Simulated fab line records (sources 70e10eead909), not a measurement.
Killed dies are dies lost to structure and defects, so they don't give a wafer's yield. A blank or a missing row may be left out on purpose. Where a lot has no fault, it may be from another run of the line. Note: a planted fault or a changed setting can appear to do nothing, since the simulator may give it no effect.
Tool commonality check || flow nandHarc || 13 lots, 39 wafers sampled

== WHAT PROMPTED THE OPENING ==
Flagged at NHARC_A_ONON_D2_THK_MEAS_14: reading thkNm, on 2 of 13 lots. Fault-free wafers read 999 nm, with a standard deviation of 9.5.
Rule: flag the lot when none of its wafers has a number, or when each of its wafers that has one lies beyond 4 standard deviations from that mean. The other lots count as sound.

{"lot": "L501", "measured": "day 12 19:57", "on": "filmMetro-01", "thkNm (nm), wafer by wafer": "996 996 995", "flag": ""}
{"lot": "L504", "measured": "day 14 13:13", "on": "filmMetro-01", "thkNm (nm), wafer by wafer": "995 998 996", "flag": ""}
{"lot": "L507", "measured": "day 14 20:54", "on": "filmMetro-02", "thkNm (nm), wafer by wafer": "1008 1008 1007", "flag": ""}
{"lot": "L505", "measured": "day 14 20:55", "on": "filmMetro-01", "thkNm (nm), wafer by wafer": "995 997 995", "flag": ""}
{"lot": "L506", "measured": "day 14 21:04", "on": "filmMetro-02", "thkNm (nm), wafer by wafer": "987 990 990", "flag": ""}
{"lot": "L512", "measured": "day 17 10:59", "on": "filmMetro-02", "thkNm (nm), wafer by wafer": "566 567 567", "flag": "FLAGGED"}
{"lot": "L514", "measured": "day 18 08:37", "on": "filmMetro-02", "thkNm (nm), wafer by wafer": "554 554 552", "flag": "FLAGGED"}
{"lot": "L517", "measured": "day 19 19:17", "on": "filmMetro-01", "thkNm (nm), wafer by wafer": "1006 1005 1004", "flag": ""}
{"lot": "L519", "measured": "day 20 13:36", "on": "filmMetro-02", "thkNm (nm), wafer by wafer": "1003 1002 1003", "flag": ""}
{"lot": "L520", "measured": "day 21 09:26", "on": "filmMetro-02", "thkNm (nm), wafer by wafer": "1003 1000 1001", "flag": ""}
{"lot": "L521", "measured": "day 21 09:38", "on": "filmMetro-01", "thkNm (nm), wafer by wafer": "993 994 994", "flag": ""}
{"lot": "L523", "measured": "day 21 22:40", "on": "filmMetro-02", "thkNm (nm), wafer by wafer": "984 982 980", "flag": ""}
{"lot": "L522", "measured": "day 21 22:49", "on": "filmMetro-01", "thkNm (nm), wafer by wafer": "1009 1010 1008", "flag": ""}
Average over the flagged lots: 560 nm; offset from the usual -439 nm, equal to -46 standard deviations.

== WHICH TOOL RAN EACH LOT ==
The record keeps 1 process step preceding the reading, out of 1302 steps on the route. Every cell lists first the tool, next ch and the chambers used by the sampled wafers, and last the start.
{"lot": "L501", "flag": "", "NHARC_A_ONON_D2_DEP_12": "pecvdOnon-01 ch 0, day 12 19:26"}
{"lot": "L504", "flag": "", "NHARC_A_ONON_D2_DEP_12": "pecvdOnon-02 ch 0, day 14 12:43"}
{"lot": "L507", "flag": "", "NHARC_A_ONON_D2_DEP_12": "pecvdOnon-03 ch 0, day 14 20:23"}
{"lot": "L505", "flag": "", "NHARC_A_ONON_D2_DEP_12": "pecvdOnon-01 ch 0, day 14 20:23"}
{"lot": "L506", "flag": "", "NHARC_A_ONON_D2_DEP_12": "pecvdOnon-02 ch 0, day 14 20:34"}
{"lot": "L512", "flag": "FLAGGED", "NHARC_A_ONON_D2_DEP_12": "pecvdOnon-01 ch 0, day 17 10:31"}
{"lot": "L514", "flag": "FLAGGED", "NHARC_A_ONON_D2_DEP_12": "pecvdOnon-01 ch 0, day 18 08:06"}
{"lot": "L517", "flag": "", "NHARC_A_ONON_D2_DEP_12": "pecvdOnon-03 ch 0, day 19 18:50"}
{"lot": "L519", "flag": "", "NHARC_A_ONON_D2_DEP_12": "pecvdOnon-03 ch 0, day 20 13:06"}
{"lot": "L520", "flag": "", "NHARC_A_ONON_D2_DEP_12": "pecvdOnon-02 ch 0, day 21 08:55"}
{"lot": "L521", "flag": "", "NHARC_A_ONON_D2_DEP_12": "pecvdOnon-03 ch 0, day 21 09:07"}
{"lot": "L523", "flag": "", "NHARC_A_ONON_D2_DEP_12": "pecvdOnon-01 ch 0, day 21 22:10"}
{"lot": "L522", "flag": "", "NHARC_A_ONON_D2_DEP_12": "pecvdOnon-02 ch 0, day 21 22:19"}
What the steps here do:
- NHARC_A_ONON_D2_DEP_12: target thk 1000 nm.
- NHARC_A_ONON_D2_THK_MEAS_14: measures by ellipsometry.

== FLAGGED AGAINST TOTAL, ONE TOOL AT A TIME (gauges that did the reading follow at the end) ==
{"step": "NHARC_A_ONON_D2_DEP_12", "tool": "pecvdOnon-01", "lots run": 5, "flagged": 2, "share of the flagged lots": "all", "sound lots run after its first flagged lot": "1 (L523)"}
{"step": "NHARC_A_ONON_D2_DEP_12", "tool": "pecvdOnon-02", "lots run": 4, "flagged": 0, "share of the flagged lots": "none", "sound lots run after its first flagged lot": "-"}
{"step": "NHARC_A_ONON_D2_DEP_12", "tool": "pecvdOnon-03", "lots run": 4, "flagged": 0, "share of the flagged lots": "none", "sound lots run after its first flagged lot": "-"}
{"step": "NHARC_A_ONON_D2_THK_MEAS_14", "tool": "filmMetro-01", "lots run": 6, "flagged": 0, "share of the flagged lots": "none", "sound lots run after its first flagged lot": "-"}
{"step": "NHARC_A_ONON_D2_THK_MEAS_14", "tool": "filmMetro-02", "lots run": 7, "flagged": 2, "share of the flagged lots": "all", "sound lots run after its first flagged lot": "3 (L519,L520,L523)"}

== WHAT THE TABLE PERMITS ==
In 2 table rows, all flagged lots were run: pecvdOnon-01 (NHARC_A_ONON_D2_DEP_12), filmMetro-02 (NHARC_A_ONON_D2_THK_MEAS_14).
- pecvdOnon-01 at NHARC_A_ONON_D2_DEP_12 ran 5 lots, 2 of them flagged. Sound lots followed the first flagged one (L523) on it, something a lasting fault affecting the whole tool could not allow.
- filmMetro-02 at NHARC_A_ONON_D2_THK_MEAS_14 ran 7 lots, 2 of them flagged. Sound lots followed the first flagged one (L519, L520, L523) on it, something a lasting fault affecting the whole tool could not allow.
There is no row in the table that ran each flagged lot and no sound lot after the first.

== WHAT WAS PUT IN BY THE SIMULATOR ==
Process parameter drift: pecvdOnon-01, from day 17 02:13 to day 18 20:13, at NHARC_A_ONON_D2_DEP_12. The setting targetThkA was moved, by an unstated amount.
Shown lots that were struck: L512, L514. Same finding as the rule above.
